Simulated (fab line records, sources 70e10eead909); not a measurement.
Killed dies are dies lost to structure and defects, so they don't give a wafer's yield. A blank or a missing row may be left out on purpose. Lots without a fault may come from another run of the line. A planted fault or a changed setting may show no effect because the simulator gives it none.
Chamber matching | flow nand_harc | NHARC_THIN_TSV_DEP_47 on pecvd-01: 3 sister chambers
The step deposits SiO2, target thk 200 nm. 3 wafers are shown with their chamber, then 7 later ones without.

WAFERS WITH THEIR CHAMBER
wafer  | chamber | throttle_valve_pct (%)
L530.1 | 0       | 16.4
L531.1 | 2       | 17.4
L531.5 | 1       | 16.2

WAFERS WITHOUT THEIR CHAMBER
wafer  | throttle_valve_pct (%)
L531.6 | 17.3
L534.2 | 16.4
L534.3 | 16.6
L534.5 | 16.5
L536.2 | 17.3
L536.4 | 16.2
L536.5 | 16.8

WHICH CHAMBER EACH WENT THROUGH
wafer  | from the rows above          | in truth
L531.6 | 2                            | 2
L534.2 | can't be placed: 0 or 1      | 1
L534.3 | can't be placed: 0 or 1      | 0
L534.5 | can't be placed: 0 or 1      | 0
L536.2 | 2                            | 2
L536.4 | can't be placed: 1 or 0      | 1
L536.5 | can't be placed: 0 or 2 or 1 | 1
Placed correctly: 2 of 7. Can't be placed from these rows: 5 (the true chamber is among the candidates in 5). Placed wrongly: 0.
How it was worked out, from the rows above alone: a wafer's distance from a chamber is the root of the sum, over the readings, of the square of ((its reading less the chamber's mean) divided by the reading's scatter). The wafer belongs to the nearest chamber; if the next one is less than 2 further off, it can't be placed. A chamber's mean is the mean of its shown wafers. The scatter: with one shown wafer a chamber, the root of the mean of the squares of how far each hidden wafer lies from its nearest shown one.
